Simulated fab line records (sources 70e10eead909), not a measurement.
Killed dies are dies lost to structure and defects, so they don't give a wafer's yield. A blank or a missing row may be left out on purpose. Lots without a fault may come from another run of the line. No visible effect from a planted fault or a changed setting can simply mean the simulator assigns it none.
One fault through the eyes of 2 desks || flow nand harc || each desk holds nothing but its own numbers, with what lay behind them at the end

## THE DEFECT DESK
For each lot, the counts of the inspections along the route, averaged over the sampled wafers that have a number. The brackets show how far a lot's mean lies from the usual mean; more than 4 standard deviations puts the lot out of limits, marked OUT.
Columns: A = raw defect count at NHARC_A_CONTACT_INSPECT_44, usual 28
{"lot": "L304", "first seen here": "day 16 09:09", "A": 15}
{"lot": "L305", "first seen here": "day 16 14:52", "A": 38}
{"lot": "L307", "first seen here": "day 16 17:07", "A": 20}
{"lot": "L308", "first seen here": "day 17 00:49", "A": 35}
{"lot": "L316", "first seen here": "day 19 11:07", "A": 35}
{"lot": "L317", "first seen here": "day 19 11:49", "A": 15}
{"lot": "L318", "first seen here": "day 20 00:57", "A": 21}
{"lot": "L321", "first seen here": "day 20 14:32", "A": 13}
{"lot": "L323", "first seen here": "day 20 20:37", "A": 10}
{"lot": "L326", "first seen here": "day 21 17:16", "A": 10}
{"lot": "L325", "first seen here": "day 21 19:58", "A": 62}
{"lot": "L327", "first seen here": "day 22 06:53", "A": 17}
Finding of this desk: none of the 12 lots has anything out of limits.

## DESK OF THE TOOL OWNER: rie diel-03
The tool's own readings at NHARC_A_CONTACT_ETCH_49 (etches the open film in N2/H2, target depth 260 nm, time 475.3 s): means of the sampled wafers that have a number, for each lot that ran on this tool. The brackets show how far a lot's mean lies from the usual mean; more than 4 standard deviations puts the lot out of limits, marked OUT. 7 of its 8 readings are shown: the first one out of limits and those lying furthest out on some lot.
Columns: A = n2 flow sccm at NHARC_A_CONTACT_ETCH_49, usual 150.0 sccm; B = oes product au at NHARC_A_CONTACT_ETCH_49, usual 0.997 a.u.; C = rf fwd power W at NHARC_A_CONTACT_ETCH_49, usual 399.1 W; D = rf vpp V at NHARC_A_CONTACT_ETCH_49, usual 430 V; E = run length s at NHARC_A_CONTACT_ETCH_49, usual 496.6 s; F = showerhead plenum p Torr at NHARC_A_CONTACT_ETCH_49, usual 2.04 Torr; G = throttle valve pct at NHARC_A_CONTACT_ETCH_49, usual 14.171 %
{"lot": "L304", "first seen here": "day 16 09:23", "A": 149.8, "B": 0.985, "C": 399.4, "D": 430, "E": 496.4, "F": 2.03, "G": 14.169}
{"lot": "L305", "first seen here": "day 16 15:07", "A": 150.0, "B": 1.004, "C": 398.8, "D": 430, "E": 496.6, "F": 2.03, "G": 14.177}
{"lot": "L307", "first seen here": "day 16 17:22", "A": 150.3, "B": 0.988, "C": 398.0, "D": 434, "E": 496.7, "F": 2.13, "G": 14.183}
{"lot": "L308", "first seen here": "day 17 01:06", "A": 150.1, "B": 1.011, "C": 399.5, "D": 427, "E": 496.5, "F": 1.94, "G": 14.172}
{"lot": "L317", "first seen here": "day 19 12:07", "A": 149.6, "B": 0.998, "C": 399.6, "D": 434, "E": "455.7 (-95) OUT", "F": 2.16, "G": 14.174}
{"lot": "L318", "first seen here": "day 20 01:23", "A": 149.9, "B": 1.000, "C": 399.1, "D": 433, "E": "455.5 (-96) OUT", "F": 2.14, "G": 14.171}
Finding of this desk: L317, L318 out of limits; the first was L317 at day 19 12:07, on run length s at NHARC_A_CONTACT_ETCH_49. L304, L305, L307, L308: within limits.

## TAKEN TOGETHER
The tool owner's desk could have raised an alarm at day 19 12:07, on L317, L318.
No out-of-limits result turned up at the defect desk.
The defect desk has L317, L318 on record, within its limits.
Every lot named ran NHARC_A_CONTACT_ETCH_49 on rie diel-03.

## WHAT THE SIMULATOR PUT IN
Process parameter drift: rie diel-03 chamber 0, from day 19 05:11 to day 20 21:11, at NHARC_A_CONTACT_ETCH_49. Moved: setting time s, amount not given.
Shown lots that were struck: L317, L318.
Delay in hours, fault start to first out-of-limits reading, by desk: the tool owner's desk at 7.
